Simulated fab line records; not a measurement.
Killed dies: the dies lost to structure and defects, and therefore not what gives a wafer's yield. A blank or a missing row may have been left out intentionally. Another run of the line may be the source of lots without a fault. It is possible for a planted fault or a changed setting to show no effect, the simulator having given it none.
fab line records	flow n5_finfet
[record] lots = 7	wafers = 39
route steps=1938 shown BEOL_M9@1401 BEOL_M12@1637 BEOL_M13@1696
start_h: hours from the record's first day to the start of the lot's first wafer shown	wait_h: time in hours since the lot's previous step	" repeats the value in the row above	L1.1+2: a single row standing in for several wafers	- either no value or no given start	* or withheld: withheld	< > ~ a bound
route shown NAME@n: NAME is a module with steps in the file, n the number in the route of the first one	usual: the fault-free wafers' mean and standard deviation	same: alike in all rows	chamber/n: place in a boat	sites: the reading at each site	_std_site: the values' standard deviation	_edge_site: mean of outer sites minus mean of inner sites	radius_mm: for every site, how far away it sits from the centre of the wafer	mask NAME#n: copy n	behind: tool/chamber where the wafer was last shaped	hold: the reason the lot was held/the length of the hold in hours/how it ended	device: which transistor (n, p or np) failed to switch	end of line: the tests these same wafers got at the end of their route	where a step has no rows: the recipe by itself	killed: count of dies lost to structure and defects at first sort (not the wafer's yield)	map: a wafer's dies, marking killed ones x, the rest . and places with no die _
set.NAME: setting as actually run; set.NAME@STEP: the setting as run at that earlier step	model.NAME: the simulator's own value behind a step, which no gauge read
lots whose settings were changed on purpose; a table a step, a row a wafer
[[steps]]
[step N5_BEOL_M9_ILD_DEP_00]
[recipe] material = SiCOH_lowk	target_thk_a = 3085.1	temp_c = 300	precursor = DEMS/porogen	pressure_torr = 5	rf_w = 500	time_s = 58
lot.wafer	tool	chamber	start_h	wait_h	set.target_thk_a	model.SiCOH_lowk_of_BEOL_M9_ILD_DEP_00.thk_nm
L076.2	pecvd-02	0	238.46	0.0	3085.1	308
L076.5	"	0	"	"	3085.1	312.4
L076.6	"	1	"	"	3085.1	306
L080.1	pecvd-03	1	268.96	0.0	3085.1	305.8
L080.2	"	2	"	"	3085.1	306.2
L080.3	"	0	"	"	4000	396.6
L080.4	"	1	"	"	4000	401.8
L080.5	"	2	"	"	4000	401.4
L080.6	"	0	"	"	3085.1	313.4
L084.1	pecvd-02	0	281.31	0.0	3085.1	308.6
L084.2	"	1	"	"	3085.1	306.2
L084.3+5	"	2	"	"	3085.1	316
L084.4	"	1	"	"	3085.1	312.2
L084.6	"	0	"	"	3085.1	310.6
L083.1	pecvd-03	2	281.59	0.0	3085.1	298.8
L083.2	"	0	"	"	2414	239.2
L083.3	"	1	"	"	2414	236.6
L083.4	"	1	"	"	3085.1	305
L083.5	"	2	"	"	3085.1	307
L083.6	"	0	"	"	2414	242.4
L085.1	pecvd-04	0	288.65	0.0	1463	144
L085.2	"	2	"	"	3085.1	303.8
L085.3	"	1	"	"	3085.1	302.2
L085.4	"	2	"	"	3085.1	306.4
L085.5	"	1	"	"	1463	145.2
L085.6	"	0	"	"	1463	146.8
L088.1	pecvd-03	2	295.02	0.0	3808	380
L088.2	"	1	"	"	3808	373.8
L088.3	"	0	"	"	3085.1	309.8
L088.4	"	1	"	"	3085.1	311
L088.5	"	2	"	"	3808	385.4
L088.6	"	0	"	"	3085.1	313.2
L089.1	pecvd-02	0	313.06	0.0	3085.1	305
L089.2	"	2	"	"	3085.1	308
L089.3	"	1	"	"	3085.1	301.4
L089.4	"	2	"	"	3085.1	309.2
L089.5	"	0	"	"	3085.1	310
L089.6	"	1	"	"	3085.1	306.2
[step N5_BEOL_M9_CURE_71]
[recipe] temp_c = 385	time_s = 240	ambient = He/Ar	material = SiCOH_lowk
lot.wafer	tool	chamber	start_h	wait_h	set.target_thk_a@BEOL_M9_ILD_DEP_00	model.SiCOH_lowk_of_BEOL_M9_ILD_DEP_00.thk_nm
L076.2	uv_cure-02	0	238.62	0.1	3085.1	267.6
L076.5	"	0	"	"	3085.1	271.4
L076.6	"	0	"	"	3085.1	265.8
L080.1	uv_cure-01	1	269.04	0.0	3085.1	265.6
L080.2	"	1	"	"	3085.1	266
L080.3	"	1	"	"	4000	346.2
L080.4	"	1	"	"	4000	350.8
L080.5	"	1	"	"	4000	350.6
L080.6	"	1	"	"	3085.1	272.4
L084.1	uv_cure-02	0	281.39	0.1	3085.1	268.2
L084.2	"	0	"	"	3085.1	265.8
L084.3+5	"	0	"	"	3085.1	274.6
L084.4	"	0	"	"	3085.1	271.2
L084.6	"	0	"	"	3085.1	269.8
L083.1	uv_cure-01	0	281.68	0.1	3085.1	259.4
L083.2	"	0	"	"	2414	207
L083.3	"	0	"	"	2414	204.8
L083.4	"	0	"	"	3085.1	265
L083.5	"	0	"	"	3085.1	266.6
L083.6	"	0	"	"	2414	209.8
L085.1	uv_cure-03	0	288.95	0.3	1463	124
L085.2	"	0	"	"	3085.1	263.8
L085.3	"	0	"	"	3085.1	262.4
L085.4	"	0	"	"	3085.1	266.2
L085.5	"	0	"	"	1463	124.8
L085.6	"	0	"	"	1463	126.4
L088.1	uv_cure-01	0	295.10	0.0	3808	331.4
L088.2	"	0	"	"	3808	325.8
L088.3	"	0	"	"	3085.1	269.2
L088.4	"	0	"	"	3085.1	270.2
L088.5	"	0	"	"	3808	336.2
L088.6	"	0	"	"	3085.1	272.2
L089.1	uv_cure-03	0	313.13	0.0	3085.1	264.8
L089.2	"	0	"	"	3085.1	267.6
L089.3	"	0	"	"	3085.1	261.8
L089.4	"	0	"	"	3085.1	268.6
L089.5	"	0	"	"	3085.1	269.4
L089.6	"	0	"	"	3085.1	266
[step N5_BEOL_M9_THK_MEAS_01]
[recipe] reads = SiCOH_lowk_of_BEOL_M9_ILD_DEP_00
[usual] M9_ILD_THK = 267/4.1
lot.wafer	tool	chamber	start_h	wait_h	set.target_thk_a@BEOL_M9_ILD_DEP_00	M9_ILD_THK[nm]
L076.2	film_metro-01	-	239.05	0.4	3085.1	268
L076.5	"	-	"	"	3085.1	271
L076.6	"	-	"	"	3085.1	266
L080.1	film_metro-01	-	269.55	0.4	3085.1	265
L080.2	"	-	"	"	3085.1	266
L080.3	"	-	"	"	4000	346
L080.4	"	-	"	"	4000	351
L080.5	"	-	"	"	4000	351
L080.6	"	-	"	"	3085.1	272
L084.1	film_metro-02	-	281.91	0.4	3085.1	268
L084.2	"	-	"	"	3085.1	266
L084.3	"	-	"	"	3085.1	275
L084.4	"	-	"	"	3085.1	271
L084.5	"	-	"	"	3085.1	275
L084.6	"	-	"	"	3085.1	270
L083.1	film_metro-01	-	282.19	0.4	3085.1	259
L083.2	"	-	"	"	2414	207
L083.3	"	-	"	"	2414	205
L083.4	"	-	"	"	3085.1	265
L083.5	"	-	"	"	3085.1	267
L083.6	"	-	"	"	2414	210
L085.1	film_metro-02	-	289.46	0.4	1463	124
L085.2	"	-	"	"	3085.1	264
L085.3	"	-	"	"	3085.1	262
L085.4	"	-	"	"	3085.1	266
L085.5	"	-	"	"	1463	125
L085.6	"	-	"	"	1463	126
L088.1	film_metro-01	-	295.61	0.4	3808	331
L088.2	"	-	"	"	3808	326
L088.3	"	-	"	"	3085.1	269
L088.4	"	-	"	"	3085.1	270
L088.5	"	-	"	"	3808	336
L088.6	"	-	"	"	3085.1	272
L089.1	film_metro-01	-	313.65	0.4	3085.1	265
L089.2	"	-	"	"	3085.1	268
L089.3	"	-	"	"	3085.1	262
L089.4	"	-	"	"	3085.1	269
L089.5	"	-	"	"	3085.1	269
L089.6	"	-	"	"	3085.1	266
[step N5_BEOL_M12_ETCH_68]
[recipe] chemistry = N2/H2	target = SOC	mask_material = SiARC	source_w = 3000	bias_w = 350	temp_c = 40	time_s = 285	ion_energy_ev = 200	pressure_mtorr = 30	n2_flow_sccm = 200	h2_flow_sccm = 200
lot.wafer	tool	chamber	start_h	wait_h	set.target_depth_a	model.SiARC_of_BEOL_M12_COAT_66.thk_nm
L076.2	rie_diel-04	1	265.12	0.1	5700	85.4
L076.5	"	2	"	"	5700	87
L076.6	"	1	"	"	5700	85
L080.1	rie_diel-04	3	297.91	0.1	5700	86.2
L080.2	"	1	"	"	5700	85
L080.3	"	0	"	"	5700	86.4
L080.4+5	"	2	"	"	5700	86.8
L080.6	"	1	"	"	5700	84.8
L084.1+2	rie_diel-06	0,1	306.37	0.1	5700	86
L084.3	"	3	"	"	5700	85
L084.4+6	"	2	"	"	5700	85.4
L084.5	"	3	"	"	5700	84.8
L083.1+5	rie_diel-01	2,3	312.03	0.1	5700	86
L083.2	"	0	"	"	2822	98.6
L083.3	"	3	"	"	5700	86.2
L083.4+6	"	1,0	"	"	2822	98.4
L085.1	rie_diel-01	2	313.67	0.1	5700	86
L085.2+5	"	3,0	"	"	4766	89.8
L085.3	"	0	"	"	4766	89.6
L085.4+6	"	1	"	"	5700	86.2
L088.1+4	rie_diel-06	2,3	324.98	0.1	5700	85
L088.2	"	3	"	"	7164	78.4
L088.3	"	1	"	"	5700	86
L088.5	"	2	"	"	7164	79
L088.6	"	1	"	"	7164	79.8
L089.1	rie_diel-04	2	343.09	0.1	5700	87
L089.2	"	1	"	"	5700	85
L089.3	"	3	"	"	5700	86.2
L089.4	"	0	"	"	6924	80.8
L089.5	"	2	"	"	6924	82
L089.6	"	3	"	"	6924	81.2
[step N5_BEOL_M13_TRENCH_ETCH_34]
[recipe] chemistry = C4F8/O2/Ar	target = SiOC	target_depth_a = 4134.7	mask_material = SOC	pressure_mtorr = 30	source_w = 3000	bias_w = 700	Ar_flow_sccm = 400	C4F8_flow_sccm = 15	O2_flow_sccm = 8	he_inner_torr = 15	he_outer_torr = 30	time_s = 162.6	ion_energy_ev = 250
lot.wafer	tool	chamber	start_h	wait_h	set.time_s	model.etch.depth_nm
L076.2	rie_diel-05	3	270.13	0.0	162.6	410.8
L076.5	"	2	"	"	162.6	411.9
L076.6	"	3	"	"	162.6	408.4
L080.1	rie_diel-05	1	302.56	0.0	162.6	426
L080.2	"	2	"	"	162.6	414.1
L080.3	"	0	"	"	162.6	403.4
L080.4	"	3	"	"	162.6	403.6
L080.5	"	2	"	"	162.6	414.4
L080.6	"	1	"	"	162.6	420.5
L084.1	rie_diel-05	3	310.67	0.0	162.6	407.9
L084.2	"	1	"	"	162.6	418.9
L084.3	"	2	"	"	162.6	412.5
L084.4	"	0	"	"	162.6	405
L084.5	"	3	"	"	162.6	401.7
L084.6	"	2	"	"	162.6	411.9
L083.1	rie_diel-05	0	317.75	0.0	236.3	585.6
L083.2	"	1	"	"	236.3	613.1
L083.3	"	3	"	"	162.6	407.1
L083.4	"	2	"	"	162.6	413
L083.5	"	2	"	"	162.6	412.2
L083.6	"	3	"	"	236.3	585.1
L085.1	rie_diel-03	0	319.11	0.0	73.18	187.9
L085.2	"	1	"	"	73.18	185.4
L085.3	"	2	"	"	162.6	420.6
L085.4	"	3	"	"	162.6	399
L085.5	"	3	"	"	73.18	179.6
L085.6	"	0	"	"	162.6	416.4
L088.1	rie_diel-05	1	335.00	0.0	252.5	671.2
L088.2	"	0	"	"	162.6	409.3
L088.3	"	3	"	"	162.6	408.9
L088.4	"	2	"	"	162.6	413.8
L088.5	"	2	"	"	252.5	639.7
L088.6	"	3	"	"	252.5	644.2
L089.1	rie_diel-03	0	349.65	0.0	162.6	418.9
L089.2	"	1	"	"	252.1	636.3
L089.3	"	2	"	"	162.6	412
L089.4	"	3	"	"	252.1	621.8
L089.5	"	0	"	"	162.6	420.9
L089.6	"	1	"	"	252.1	643.3
[step N5_BEOL_M13_STRIP_70]
[recipe] chemistry = C4F8/O2/Ar	resist = SiARC	rf_frequency_hz = 6e+07
[step N5_BEOL_M13_OCD_MEAS_35]
[usual] trench_depth_nm = 412/7.9
lot.wafer	tool	chamber	start_h	wait_h	set.time_s@BEOL_M13_TRENCH_ETCH_34	trench_depth_nm
L076.2	ocd-01	-	270.30	0.0	162.6	411
L076.5	"	-	"	"	162.6	413
L076.6	"	-	"	"	162.6	408
L080.1	ocd-01	-	302.75	0.0	162.6	426
L080.2	"	-	"	"	162.6	414
L080.3	"	-	"	"	162.6	403
L080.4	"	-	"	"	162.6	404
L080.5	"	-	"	"	162.6	414
L080.6	"	-	"	"	162.6	420
L084.1	ocd-01	-	310.84	0.0	162.6	408
L084.2	"	-	"	"	162.6	418
L084.3	"	-	"	"	162.6	412
L084.4	"	-	"	"	162.6	405
L084.5	"	-	"	"	162.6	402
L084.6	"	-	"	"	162.6	412
L083.1	ocd-01	-	317.93	0.0	236.3	586
L083.2	"	-	"	"	236.3	614
L083.3	"	-	"	"	162.6	407
L083.4	"	-	"	"	162.6	413
L083.5	"	-	"	"	162.6	412
L083.6	"	-	"	"	236.3	586
L085.1	ocd-02	-	319.28	0.0	73.18	188
L085.2	"	-	"	"	73.18	186
L085.3	"	-	"	"	162.6	421
L085.4	"	-	"	"	162.6	399
L085.5	"	-	"	"	73.18	180
L085.6	"	-	"	"	162.6	416
L088.1	ocd-02	-	335.18	0.0	252.5	672
L088.2	"	-	"	"	162.6	409
L088.3	"	-	"	"	162.6	409
L088.4	"	-	"	"	162.6	414
L088.5	"	-	"	"	252.5	640
L088.6	"	-	"	"	252.5	644
L089.1	ocd-01	-	349.83	0.0	162.6	419
L089.2	"	-	"	"	252.1	637
L089.3	"	-	"	"	162.6	412
L089.4	"	-	"	"	252.1	622
L089.5	"	-	"	"	162.6	421
L089.6	"	-	"	"	252.1	643
[step N5_BEOL_M13_STRIP_37]
[recipe] chemistry = N2/H2	power_w = 1000	temp_c = 250	h2_frac = 0.65	overash_fraction = 0.3	pressure_mtorr = withheld	n2_flow_sccm = 1750	h2_flow_sccm = 3250
[step N5_BEOL_M13_ETCH_38]
[recipe] chemistry = CF4/N2	target = SiCN	target_depth_a = 675	taper_deg = 2	time_s = 71.9	ion_energy_ev = 150	mask_material = SiO2	pressure_mtorr = 40	source_w = 430	bias_w = 70	Ar_flow_sccm = 100	cf4_flow_sccm = 60	n2_flow_sccm = 60
[step N5_BEOL_M13_ECD_47]
[recipe] material = Cu	target_thk_a = 9360
[step N5_BEOL_M13_ANNEAL_48]
[recipe] temp_c = 225	time_s = 90	ambient = N2
[step N5_BEOL_M13_CMP_49]
[recipe] stop_on = SiOC	t_overpolish_s = 17.1	down_force_psi = 1	platen_rpm = 50	clearing_platen_down_force_psi = 1.5	clearing_platen_rpm = 50	post_cmp_clean = cu_alkaline	target_thk_nm = 420	clearing_platen_pad_velocity_m_s = 0.99484	pad_velocity_m_s = 0.99484
lot.wafer	tool	chamber	start_h	wait_h	set.time_s@BEOL_M13_TRENCH_ETCH_34	model.Cu_of_BEOL_M13_ECD_47.thk_nm
L076.2	cmp-04	3	271.47	0.2	162.6	415
L076.5	"	3	"	"	162.6	416.2
L076.6	"	0	"	"	162.6	414.4
L080.4	cmp-02	1	304.38	0.1	162.6	411.4
L080.2	"	2	"	"	162.6	417.4
L080.3	"	3	"	"	162.6	407.8
L080.1	"	0	"	"	162.6	431.8
L080.6	"	1	"	"	162.6	426.6
L080.5	"	2	"	"	162.6	420.2
L084.4	cmp-02	2	313.34	0.1	162.6	411.2
L084.1	"	3	"	"	162.6	413
L084.3	"	0	"	"	162.6	420.6
L084.2	"	1	"	"	162.6	426.2
L084.5	"	2	"	"	162.6	408
L084.6	"	3	"	"	162.6	417
L085.2	cmp-02	3	320.85	0.2	73.18	191
L085.3	"	0	"	"	162.6	426.6
L085.4	"	1	"	"	162.6	404
L085.1	"	2	"	"	73.18	193.4
L085.6	"	3	"	"	162.6	421.6
L085.5	"	0	"	"	73.18	187.2
L083.2	cmp-02	2	321.57	0.2	236.3	618
L083.3	"	3	"	"	162.6	412.6
L083.4	"	0	"	"	162.6	419.8
L083.1	"	1	"	"	236.3	592
L083.6	"	2	"	"	236.3	590.4
L083.5	"	3	"	"	162.6	419.4
L088.2	cmp-04	0	340.52	0.2	162.6	416.4
L088.3	"	1	"	"	162.6	414.6
L088.4	"	2	"	"	162.6	419.2
L088.1	"	3	"	"	252.5	675.6
L088.6	"	0	"	"	252.5	651.4
L088.5	"	1	"	"	252.5	645
L089.3	cmp-02	1	352.80	0.2	162.6	418.4
L089.1	"	2	"	"	162.6	424.6
L089.2	"	3	"	"	252.1	642
L089.4	"	0	"	"	252.1	628.2
L089.6	"	1	"	"	252.1	651.2
L089.5	"	2	"	"	162.6	425.8
[step N5_BEOL_M13_THK_MEAS_50]
[recipe] thk_meas_gauge = xrf	reads = Cu_of_BEOL_M13_ECD_47
[usual] M13_THK = 426/8.3
lot.wafer	tool	chamber	start_h	wait_h	set.time_s@BEOL_M13_TRENCH_ETCH_34	M13_THK[nm]
L076.2	film_metro-02	-	271.76	-	162.6	422
L076.5	"	-	"	"	162.6	423
L076.6	"	-	"	"	162.6	420
L080.1	film_metro-01	-	304.68	-	162.6	438
L080.2	"	-	"	"	162.6	425
L080.3	"	-	"	"	162.6	413
L080.4	"	-	"	"	162.6	418
L080.5	"	-	"	"	162.6	426
L080.6	"	-	"	"	162.6	434
L084.1	film_metro-02	-	313.63	-	162.6	422
L084.2	"	-	"	"	162.6	434
L084.3	"	-	"	"	162.6	429
L084.4	"	-	"	"	162.6	419
L084.5	"	-	"	"	162.6	416
L084.6	"	-	"	"	162.6	425
L085.1	film_metro-02	-	321.14	-	73.18	196
L085.2	"	-	"	"	73.18	193
L085.3	"	-	"	"	162.6	430
L085.4	"	-	"	"	162.6	411
L085.5	"	-	"	"	73.18	189
L085.6	"	-	"	"	162.6	427
L083.1	film_metro-01	-	321.86	-	236.3	600
L083.2	"	-	"	"	236.3	629
L083.3	"	-	"	"	162.6	419
L083.4	"	-	"	"	162.6	427
L083.5	"	-	"	"	162.6	424
L083.6	"	-	"	"	236.3	602
L088.1	film_metro-01	-	340.81	-	252.5	694
L088.2	"	-	"	"	162.6	425
L088.3	"	-	"	"	162.6	421
L088.4	"	-	"	"	162.6	426
L088.5	"	-	"	"	252.5	663
L088.6	"	-	"	"	252.5	666
L089.1	film_metro-01	-	353.09	-	162.6	431
L089.2	"	-	"	"	252.1	663
L089.3	"	-	"	"	162.6	428
L089.4	"	-	"	"	252.1	644
L089.5	"	-	"	"	162.6	435
L089.6	"	-	"	"	252.1	670
[step N5_BEOL_M13_PRE_CLEAN_52]
[recipe] gas = NH3	time_s = 15	temp_c = withheld	rf_power_w = 300
[step N5_BEOL_M13_DEP_53]
[recipe] material = SiCN	target_thk_a = 500	temp_c = withheld	precursor = 3MS/NH3	pressure_torr = 3	rf_w = 675	time_s = 17.8
[step N5_BEOL_M13_RS_MEAS_54]
[recipe] thk_meas_gauge = four-point-probe	reads = Cu_of_BEOL_M13_ECD_47+Ta_of_BEOL_M13_SPUTTER_44+TaN_of_BEOL_M13_SPUTTER_43
[usual] M13_RS = 0.0452/0.00089
lot.wafer	tool	chamber	start_h	wait_h	set.time_s@BEOL_M13_TRENCH_ETCH_34	M13_RS[ohm/sq]
L076.2	film_metro-01	-	271.89	0.1	162.6	0.0455
L076.5	"	-	"	"	162.6	0.0454
L076.6	"	-	"	"	162.6	0.0456
L080.1	film_metro-01	-	304.81	0.0	162.6	0.0437
L080.2	"	-	"	"	162.6	0.0452
L080.3	"	-	"	"	162.6	0.0463
L080.4	"	-	"	"	162.6	0.0458
L080.5	"	-	"	"	162.6	0.0449
L080.6	"	-	"	"	162.6	0.0442
L084.1	film_metro-01	-	313.76	0.0	162.6	0.0458
L084.2	"	-	"	"	162.6	0.0443
L084.3	"	-	"	"	162.6	0.0449
L084.4	"	-	"	"	162.6	0.0461
L084.5	"	-	"	"	162.6	0.0463
L084.6	"	-	"	"	162.6	0.0453
L085.1	film_metro-02	-	321.27	0.0	73.18	0.1013
L085.2	"	-	"	"	73.18	0.1026
L085.3	"	-	"	"	162.6	0.0442
L085.4	"	-	"	"	162.6	0.0468
L085.5	"	-	"	"	73.18	0.1051
L085.6	"	-	"	"	162.6	0.0447
L083.1	film_metro-01	-	321.99	0.0	236.3	0.0315
L083.2	"	-	"	"	236.3	0.0302
L083.3	"	-	"	"	162.6	0.0458
L083.4	"	-	"	"	162.6	0.0450
L083.5	"	-	"	"	162.6	0.0451
L083.6	"	-	"	"	236.3	0.0317
L088.1	film_metro-01	-	340.94	0.0	252.5	0.0276
L088.2	"	-	"	"	162.6	0.0454
L088.3	"	-	"	"	162.6	0.0456
L088.4	"	-	"	"	162.6	0.0451
L088.5	"	-	"	"	252.5	0.0289
L088.6	"	-	"	"	252.5	0.0287
L089.1	film_metro-01	-	353.22	0.0	162.6	0.0444
L089.2	"	-	"	"	252.1	0.0290
L089.3	"	-	"	"	162.6	0.0451
L089.4	"	-	"	"	252.1	0.0297
L089.5	"	-	"	"	162.6	0.0443
L089.6	"	-	"	"	252.1	0.0287
[[key]]
[split] step = N5_BEOL_M9_ILD_DEP_00	setting = target_thk_a	stated = 3085.1	by = wafer
[response] step = N5_BEOL_M9_ILD_DEP_00	reading = model.SiCOH_lowk_of_BEOL_M9_ILD_DEP_00.thk_nm	change = +3.01	per = 1%	r = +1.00
[response] step = N5_BEOL_M9_CURE_71	reading = model.SiCOH_lowk_of_BEOL_M9_ILD_DEP_00.thk_nm	change = +2.65	per = 1%	r = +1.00
[response] step = N5_BEOL_M9_THK_MEAS_01	reading = M9_ILD_THK	change = +2.65	per = 1%	r = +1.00
[split] step = N5_BEOL_M12_ETCH_68	setting = target_depth_a	stated = 5700	by = wafer
[response] step = N5_BEOL_M12_ETCH_68	reading = model.SiARC_of_BEOL_M12_COAT_66.thk_nm	change = -0.241	per = 1%	r = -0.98
[split] step = N5_BEOL_M13_TRENCH_ETCH_34	setting = time_s	stated = 162.6	by = wafer
[response] step = N5_BEOL_M13_TRENCH_ETCH_34	reading = model.etch.depth_nm	change = +4.13	per = 1%	r = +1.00
[response] step = N5_BEOL_M13_OCD_MEAS_35	reading = trench_depth_nm	change = +4.13	per = 1%	r = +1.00
[response] step = N5_BEOL_M13_CMP_49	reading = model.Cu_of_BEOL_M13_ECD_47.thk_nm	change = +4.12	per = 1%	r = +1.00
[response] step = N5_BEOL_M13_THK_MEAS_50	reading = M13_THK	change = +4.26	per = 1%	r = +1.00
[response] step = N5_BEOL_M13_RS_MEAS_54	reading = M13_RS	shape = bent	at_lowest = 0.1030	at_stated = 0.0452	at_highest = 0.0284
